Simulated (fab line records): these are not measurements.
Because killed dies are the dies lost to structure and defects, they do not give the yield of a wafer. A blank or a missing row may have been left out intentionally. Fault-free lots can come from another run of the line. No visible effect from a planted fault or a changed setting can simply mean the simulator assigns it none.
Problem report in the 8D (eight disciplines) form, filled by code | flow n5Finfet | the parts of the form that need people (team, actions taken, sign-off) are left out

## 1. WHAT IS WRONG
At N5_MOL_CONTACT_COAG_COAT_34, spinSpeedRpm averages 1571.9 rpm over 6 wafers from 2 lots, while fault-free wafers read 1500.0 rpm, standard deviation 1.1. That is +65 standard deviations from the usual mean.
The step: resist thk 40 nm.
The first sign was on wafer L818.2 at day 6 12:04, on lithoTrack-03. At this step, 24 wafers from 8 lots have a number in the record. Rule for "out" (also "out of limits"): further than 4 standard deviations from the usual mean. All remaining wafers that have a number are taken as sound.

## 2. WHAT IT IS, AND WHAT IT ISN'T
question                    | is                     | is not
which readings at this step | spinSpeedRpm           | -
which lots                  | L818, L819             | L813, L816, L831, L834, L835, L836
which wafers of those lots  | all that have a number | -
read on which tools         | lithoTrack-03          | lithoTrack-01, lithoTrack-02
when                        | from day 6 12:04       | up to then (6 sound wafers); but 12 sound wafers of L831, L834, L835, L836 came after

## 3. SUSPECTS, AND WHAT RULES EACH OUT
Counting: a tool stays on the suspect list if, at a process step up to the reading, it processed all lots that are out and no sound lot following the first of them.
- lithoTrack-03 at N5_MOL_CONTACT_COAG_COAT_34 (resist thk 40 nm): ruled out as a lasting fault. After its first lot that is out, L818 (day 6 12:04), sound lots L831 ran on it.
Left after counting: nothing in the record.

## 4. THE CAUSE (what the simulator had put in)
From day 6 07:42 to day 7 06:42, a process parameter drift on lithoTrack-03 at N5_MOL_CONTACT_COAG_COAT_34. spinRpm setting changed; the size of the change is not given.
Counting ruled it out, wrongly.

## 5. SEQUENCE OF EFFECTS, ordered by route
Each row: a reading whose mean over the struck wafers that have a number lies more than 3 standard deviations from the usual. Scope: only readings with a usual standard deviation given in the record; hours: median across lots of the time from each lot's start at the first step in this table that gives one to its start at this step; sigmas: change in usual standard deviations.
hours | step                        | reading      | usual      | on struck wafers | change | sigmas
0     | N5_MOL_CONTACT_COAG_COAT_34 | spinSpeedRpm | 1500.0 rpm | 1571.9           | +71.9  | +65
The process steps in it:
- N5_MOL_CONTACT_COAG_COAT_34: resist thk 40 nm.
Later measuring or inspecting steps at which every struck wafer that the step has a row for has a number for every such reading, and none has moved that far: N5_BEOL_M4_RC_MEAS_101.

## 6. HOW IT WOULD HAVE BEEN CAUGHT EARLIER
4 hours passed between the start of the fault at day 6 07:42 and the first reading out of limits in this record, taken at day 6 12:04.
